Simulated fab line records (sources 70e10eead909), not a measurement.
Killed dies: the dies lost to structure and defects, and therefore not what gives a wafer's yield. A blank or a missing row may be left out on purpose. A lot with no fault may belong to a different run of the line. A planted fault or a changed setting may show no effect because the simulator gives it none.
fab line records -- flow nand_harc
[record] lots = 12, wafers = 36, last_day = 33
route steps=1302 shown A_CHANNEL_FILL_D1@494 A_DECK1_JOINT@542
lots that met no fault: from a run of the same line without faults
start_h: hours from the record's first day to the start of the lot's first wafer shown -- wait_h: how many hours have passed since the lot's step before this one -- " as in the row above -- L1.1+2: several wafers, shown together as one row -- - value missing, or start not given -- * or withheld: withheld -- < > ~ a bound
route shown NAME@n: names a module that has steps shown in the file, with the first one's number in the route -- usual: mean/standard deviation taken from wafers without a fault -- same: alike in all rows -- chamber/n: place in a boat -- sites: each site's reading -- _std_site: how widely they spread, as a standard deviation -- _edge_site: mean of outer sites minus mean of inner sites -- radius_mm: for every site, how far away it sits from the centre of the wafer -- mask NAME#n: copy n -- behind: the last tool/chamber to shape the wafer -- hold: why the lot went on hold/how many hours it stayed there/how the hold came to an end -- device: which transistor (n, p or np) failed to switch -- end of line: the same wafers' tests at the end of the route -- where a step has no rows: the recipe by itself -- killed: dies that structure and defects cost at the first sort, which is not the same as the wafer's yield -- map: the dies of a wafer, with x for killed, . for not killed, _ for no die there
set.NAME: the setting as run; set.NAME@STEP: as run at that earlier step -- model.NAME: the simulator's own value behind a step, which no gauge read
one table for each step of the route and one row for each wafer, over a sample of lots
services: from which hour (start_h, from the record's first day; less than 0 if before it) a tool's chamber was out of use, for how many hours, and why
[[steps]]
[step NHARC_A_CHANNEL_FILL_D1_ALD_14]
[recipe] target_thk_a = 25, pulse_time_s = 10, ald_cycles = 25, temp_c = 300, material = SiO2
[usual] heater_power_w = 495/70, precursor_pulse_height_rel = 1.001/0.021
lot.wafer,tool,chamber,start_h,wait_h,heater_power_w,precursor_pulse_height_rel
L948.4,ald_hk-01,2,213.01,0.1,425,1.003
L948.1,ald_hk-01,3,213.01,0.1,403,1.001
L948.6,ald_hk-01,2,213.01,0.1,433,0.980
L957.2,ald_hk-04,1,290.96,0.1,467,1.007
L957.4,ald_hk-04,3,290.96,0.1,482,0.989
L957.5,ald_hk-04,0,290.96,0.1,601,0.979
L959.1,ald_hk-04,0,307.70,0.0,616,0.984
L959.2,ald_hk-04,1,307.70,0.0,468,0.988
L959.4,ald_hk-04,2,307.70,0.0,448,0.973
L961.4,ald_hk-04,1,336.69,0.1,464,1.016
L961.1,ald_hk-04,2,336.69,0.1,431,0.978
L961.6,ald_hk-04,0,336.69,0.1,604,1.022
L963.1,ald_hk-01,1,353.13,0.1,462,0.983
L963.3,ald_hk-01,2,353.13,0.1,436,1.021
L963.6,ald_hk-01,0,353.13,0.1,622,0.971
L965.3,ald_hk-01,3,373.61,0.0,394,1.016
L965.2,ald_hk-01,0,373.61,0.0,634,1.023
L965.1,ald_hk-01,1,373.61,0.0,462,0.982
L964.2,ald_hk-04,3,373.61,0.0,481,1.007
L964.3,ald_hk-04,1,373.61,0.0,470,1.016
L964.6,ald_hk-04,3,373.61,0.0,482,1.001
L966.4,ald_hk-01,2,378.58,0.1,440,0.996
L966.5,ald_hk-01,1,378.58,0.1,462,0.988
L966.6,ald_hk-01,2,378.58,0.1,437,0.978
L967.3,ald_hk-02,2,385.37,0.0,531,1.002
L967.2,ald_hk-02,1,385.37,0.0,534,1.010
L967.6,ald_hk-02,3,385.37,0.0,439,0.977
L968.4,ald_hk-01,1,413.62,0.1,474,0.981
L968.3,ald_hk-01,2,413.62,0.1,445,0.990
L968.1,ald_hk-01,3,413.62,0.1,393,0.980
L969.3,ald_hk-01,0,418.24,0.1,611,1.034
L969.5,ald_hk-01,3,418.24,0.1,404,1.013
L969.6,ald_hk-01,0,418.24,0.1,621,1.021
L971.1,ald_hk-04,2,426.31,0.0,443,1.009
L971.2,ald_hk-04,0,426.31,0.0,606,1.025
L971.5,ald_hk-04,3,426.31,0.0,495,1.027
[step NHARC_A_CHANNEL_FILL_D1_ETCHBACK_20]
[recipe] target_depth_a = 270, time_s = 13.5, c4f8_flow_sccm = withheld, o2_flow_sccm = 8, ar_flow_sccm = withheld, rf_w = 600, bias_w = 1500, chemistry = C4F8/O2/Ar
[usual] bias_w = 1500/4.9, oes_product_au = 0.95/0.035, rf_vpp_V = 977/6
lot.wafer,tool,chamber,start_h,wait_h,bias_w,oes_product_au,rf_hours_counter_h,rf_vpp_V
L948.4,rie_diel-09,0,231.23,-,1498,0.96,4.7,976
L948.1,rie_diel-09,2,231.23,-,1497,0.97,4.5,976
L948.6,rie_diel-09,3,231.23,-,1501,0.95,-,986
L957.2,rie_diel-05,1,311.09,-,1506,0.99,3.3,983
L957.4,rie_diel-05,2,311.09,-,1502,1.01,3.9,970
L957.5,rie_diel-05,2,311.09,-,1496,1.00,-,970
L959.1,rie_diel-07,1,327.81,-,1498,0.91,2.0,972
L959.2,rie_diel-07,2,327.81,-,1502,0.93,1.7,987
L959.4,rie_diel-07,0,327.81,-,1504,0.93,1.8,971
L961.1,rie_diel-05,3,355.82,-,1505,0.93,6.3,982
L961.4,rie_diel-05,1,355.82,-,1504,0.93,5.0,982
L961.6,rie_diel-05,3,355.82,-,1511,0.93,-,981
L963.1,rie_diel-09,3,370.43,-,1499,0.98,3.3,985
L963.3,rie_diel-09,2,370.43,-,1493,0.98,2.5,974
L963.6,rie_diel-09,3,370.43,-,1503,0.99,-,986
L965.2,rie_diel-05,1,390.95,-,1504,0.95,6.5,983
L965.1,rie_diel-05,2,390.95,-,1495,0.93,7.7,970
L965.3,rie_diel-05,3,390.95,-,1512,0.93,7.8,981
L964.3,rie_diel-07,1,390.98,-,1500,0.92,5.2,972
L964.2,rie_diel-07,2,390.98,-,1493,0.93,4.5,986
L964.6,rie_diel-07,1,390.98,-,1494,0.91,-,973
L966.4,rie_diel-05,3,397.68,-,1500,0.93,7.8,980
L966.6,rie_diel-05,3,397.68,-,1498,0.93,-,979
L966.5,rie_diel-05,0,397.68,-,1506,0.92,-,983
L967.3,rie_diel-09,3,402.95,-,1501,0.92,6.0,984
L967.2,rie_diel-09,0,402.95,-,1496,0.94,5.2,974
L967.6,rie_diel-09,2,402.95,-,1494,0.90,-,976
L968.1,rie_diel-09,1,430.73,-,1503,0.93,7.2,968
L968.3,rie_diel-09,3,430.73,-,1506,0.91,7.7,985
L968.4,rie_diel-09,3,430.73,-,1501,0.92,-,984
L969.3,rie_diel-09,2,435.29,-,1498,0.89,7.5,974
L969.5,rie_diel-09,3,435.29,-,1493,0.92,-,986
L969.6,rie_diel-09,1,435.29,-,1502,0.93,-,968
L971.1,rie_diel-07,1,443.53,-,1497,0.92,8.4,971
L971.2,rie_diel-07,2,443.53,-,1494,0.93,7.3,985
L971.5,rie_diel-07,1,443.53,-,1497,0.92,-,972
[step NHARC_A_CHANNEL_FILL_D1_ALD_25]
[recipe] target_thk_a = 600, pulse_time_s = 10, ald_cycles = 600, temp_c = 300, material = SiOx
[usual] heater_power_w = 492/68, precursor_pulse_height_rel = 0.998/0.021
lot.wafer,tool,chamber,start_h,wait_h,heater_power_w,precursor_pulse_height_rel
L948.4,ald_hk-02,1,243.00,0.0,512,1.032
L948.1,ald_hk-02,0,244.86,1.9,445,0.986
L948.6,ald_hk-02,2,246.10,3.1,525,1.027
L957.2,ald_hk-01,3,324.47,0.1,401,0.992
L957.4,ald_hk-01,0,324.47,0.1,616,1.030
L957.5,ald_hk-01,0,327.58,3.2,622,0.998
L959.2,ald_hk-01,1,340.36,0.1,472,0.989
L959.1,ald_hk-01,2,340.36,0.1,436,0.957
L959.4,ald_hk-01,0,342.20,1.9,609,0.999
L961.1,ald_hk-02,2,367.71,0.1,531,1.047
L961.4,ald_hk-02,0,368.94,1.3,455,0.992
L961.6,ald_hk-02,3,370.78,3.1,432,0.995
L963.1,ald_hk-01,0,383.33,0.7,608,0.994
L963.3,ald_hk-01,2,384.58,1.9,447,1.012
L963.6,ald_hk-01,3,384.58,1.9,404,0.974
L965.1,ald_hk-01,0,402.90,0.1,620,1.016
L965.2,ald_hk-01,2,404.12,1.3,431,1.004
L965.3,ald_hk-01,3,404.12,1.3,396,0.990
L964.3,ald_hk-04,1,402.90,0.1,481,1.005
L964.2,ald_hk-04,3,404.15,1.3,500,0.986
L964.6,ald_hk-04,1,405.40,2.6,468,0.982
L966.4,ald_hk-02,3,410.97,1.3,444,0.990
L966.6,ald_hk-02,1,412.23,2.6,514,0.970
L966.5,ald_hk-02,2,412.23,2.6,550,0.995
L967.2,ald_hk-02,3,416.35,0.1,452,0.985
L967.3,ald_hk-02,1,417.57,1.3,513,0.988
L967.6,ald_hk-02,3,418.80,2.5,440,1.002
L968.4,ald_hk-01,0,443.43,0.7,620,1.006
L968.3,ald_hk-01,1,443.43,0.7,480,0.989
L968.1,ald_hk-01,2,443.43,0.7,444,0.974
L969.3,ald_hk-04,0,449.05,1.9,601,0.992
L969.5,ald_hk-04,1,449.05,1.9,472,0.974
L969.6,ald_hk-04,2,449.05,1.9,482,0.977
L971.2,ald_hk-02,1,456.28,0.7,513,1.015
L971.1,ald_hk-02,3,457.54,1.9,452,1.050
L971.5,ald_hk-02,1,458.80,3.2,531,0.989
[step NHARC_A_DECK1_JOINT_DEP_16]
[recipe] target_thk_a = 450, temp_c = 400, pressure_torr = 6.5, rf_w = 900, teos_flow_sccm = 161.4, flow_sccm = 2650, target_thk_nm = 45, gas = O2, material = SiO2
[usual] heater_power_w = 547/100, mfc_precursor_sccm = 161.4/0.45, throttle_valve_pct = 16.1/0.51
lot.wafer,tool,chamber,start_h,wait_h,heater_power_w,mfc_precursor_sccm,throttle_valve_pct
L948.1,pecvd-04,2,287.60,0.1,505,161.7,16.6
L948.4,pecvd-04,0,287.60,0.1,481,161.8,16.6
L948.6,pecvd-04,2,287.60,0.1,509,161.8,16.5
L957.2,pecvd-04,0,372.72,0.1,602,253.2,17.8
L957.4,pecvd-04,0,372.72,0.1,592,253.9,17.8
L957.5,pecvd-04,1,372.72,0.1,577,254.5,16.7
L959.1,pecvd-04,0,387.89,0.1,603,254.5,17.8
L959.2,pecvd-04,1,387.89,0.1,614,253.7,16.6
L959.4,pecvd-04,2,387.89,0.1,544,254.4,17.9
L961.1,pecvd-01,1,412.53,0.1,442,161.0,16.1
L961.4,pecvd-01,0,412.53,0.1,742,162.1,16.0
L961.6,pecvd-01,0,412.53,0.1,753,162.9,16.1
L963.1,pecvd-03,1,430.94,0.1,599,161.2,15.5
L963.3,pecvd-03,2,430.94,0.1,570,161.4,15.9
L963.6,pecvd-03,1,430.94,0.1,599,161.8,15.5
L966.4,pecvd-03,1,453.44,0.2,551,161.6,15.4
L966.6,pecvd-03,2,453.44,0.2,573,161.5,16.3
L966.5,pecvd-03,0,453.44,0.2,346,161.3,15.2
L964.2,pecvd-03,2,454.84,0.1,597,161.2,16.2
L964.3,pecvd-03,1,454.84,0.1,495,161.6,15.8
L964.6,pecvd-03,2,454.84,0.1,585,161.1,16.2
L965.2,pecvd-01,2,454.89,0.1,510,161.3,15.2
L965.1,pecvd-01,0,454.89,0.1,747,161.3,16.0
L965.3,pecvd-01,1,454.89,0.1,483,161.3,16.0
L967.3,pecvd-04,2,465.44,0.1,449,161.6,16.0
L967.2,pecvd-04,0,465.44,0.1,589,161.1,16.8
L967.6,pecvd-04,1,465.44,0.1,596,161.9,15.0
L968.1,pecvd-01,1,485.30,0.1,545,161.9,16.4
L968.3,pecvd-01,2,485.30,0.1,453,161.3,15.6
L968.4,pecvd-01,1,485.30,0.1,536,161.8,16.1
L969.3,pecvd-04,0,492.04,0.1,534,161.2,17.0
L969.6,pecvd-04,1,492.04,0.1,547,161.4,15.2
L969.5,pecvd-04,0,492.04,0.1,533,161.0,16.5
L971.1,pecvd-03,1,504.81,0.1,620,161.1,15.6
L971.2,pecvd-03,0,504.81,0.1,443,160.9,15.6
L971.5,pecvd-03,2,504.81,0.1,477,160.9,16.6
[step NHARC_A_DECK1_JOINT_THK_MEAS_17]
[recipe] thk_meas_gauge = ellipsometry
[usual] thk_nm = 44.8/1.1
lot.wafer,tool,chamber,start_h,wait_h,thk_nm
L948.1,film_metro-02,-,287.83,0.2,43.5
L948.4,film_metro-02,-,287.83,0.2,46.0
L948.6,film_metro-02,-,287.83,0.2,44.0
L957.2,film_metro-01,-,373.00,0.3,70.7
L957.4,film_metro-01,-,373.00,0.3,72.0
L957.5,film_metro-01,-,373.00,0.3,71.3
L959.1,film_metro-01,-,388.17,0.3,70.2
L959.2,film_metro-01,-,388.17,0.3,70.1
L959.4,film_metro-01,-,388.17,0.3,68.4
L961.1,film_metro-02,-,412.86,0.3,43.6
L961.4,film_metro-02,-,412.86,0.3,45.9
L961.6,film_metro-02,-,412.86,0.3,43.6
L963.1,film_metro-01,-,431.21,0.3,44.4
L963.3,film_metro-01,-,431.21,0.3,44.3
L963.6,film_metro-01,-,431.21,0.3,44.1
L966.4,film_metro-02,-,453.63,0.2,46.7
L966.5,film_metro-02,-,453.63,0.2,44.9
L966.6,film_metro-02,-,453.63,0.2,44.4
L964.2,film_metro-02,-,455.12,0.3,42.8
L964.3,film_metro-02,-,455.12,0.3,44.2
L964.6,film_metro-02,-,455.12,0.3,44.2
L965.1,film_metro-01,-,455.17,0.2,45.2
L965.2,film_metro-01,-,455.17,0.2,45.7
L965.3,film_metro-01,-,455.17,0.2,44.7
L967.2,film_metro-01,-,465.72,0.2,44.3
L967.3,film_metro-01,-,465.72,0.2,45.9
L967.6,film_metro-01,-,465.72,0.2,42.9
L968.1,film_metro-02,-,485.56,0.2,42.9
L968.3,film_metro-02,-,485.56,0.2,45.5
L968.4,film_metro-02,-,485.56,0.2,45.2
L969.3,film_metro-02,-,492.27,0.2,43.0
L969.5,film_metro-02,-,492.27,0.2,45.4
L969.6,film_metro-02,-,492.27,0.2,44.2
L971.1,film_metro-01,-,505.09,0.2,44.3
L971.2,film_metro-01,-,505.09,0.2,43.5
L971.5,film_metro-01,-,505.09,0.2,44.5
[[services]]
tool,chamber,start_h,hours,kind
rie_diel-05,0,202.32,6.7,repair
rie_diel-05,1,206.12,5.5,repair
rie_diel-05,-,229.92,9.0,pm
rie_diel-09,3,236.07,9.1,repair
rie_diel-05,1,239.71,17.7,repair
rie_diel-05,2,244.97,7.2,repair
ald_hk-04,-,255.53,10.0,pm
pecvd-04,-,269.01,13.0,pm
rie_diel-05,0,292.92,1.4,repair
rie_diel-09,2,301.39,10.6,repair
rie_diel-09,0,314.66,13.8,repair
rie_diel-09,-,315.64,0.3,repair
rie_diel-09,-,320.10,9.0,pm
rie_diel-05,1,345.34,7.7,repair
ald_hk-02,-,351.64,10.0,pm
rie_diel-05,2,363.08,10.3,repair
pecvd-04,-,373.59,0.8,repair
rie_diel-09,0,429.43,9.9,repair
ald_hk-04,-,433.53,10.0,pm
rie_diel-09,1,443.07,11.5,repair
pecvd-04,-,450.01,13.0,pm
pecvd-04,-,463.58,1.4,repair
ald_hk-01,-,476.66,10.0,pm
rie_diel-09,-,497.10,9.0,pm
[[key]]
[first_sign] step = NHARC_A_DECK1_JOINT_DEP_16, reading = mfc_precursor_sccm, direction = up, sigmas = 99+, usual = 161.4, struck = 254.0
[effect] step = NHARC_A_DECK1_JOINT_THK_MEAS_17, reading = thk_nm, direction = up, sigmas = 24, usual = 44.8, struck = 70.5
met_at NHARC_A_DECK1_JOINT_DEP_16
struck_lots L957,L959
tester_left_out L957,L959
not_acting_at NHARC_A_CHANNEL_FILL_D1_ALD_14,NHARC_A_CHANNEL_FILL_D1_ETCHBACK_20,NHARC_A_CHANNEL_FILL_D1_ALD_25
onset_between 287.60 372.72
[fault] kind = process_parameter_drift, tool = pecvd-04, chamber = -, onset_h = 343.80, steps = NHARC_A_DECK1_JOINT_DEP_16, channel = teos_flow_sccm, offset = *, shape = step, end_h = 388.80, acts_in = *, stated = *
// tester_left_out: of these lots the tester's yield and bins aren't shown, on N5 and GAA mostly nor the transistor test; their killed dies are dies lost to structure and defects alone, not to doping, threshold or leakage, so they don't give the yield
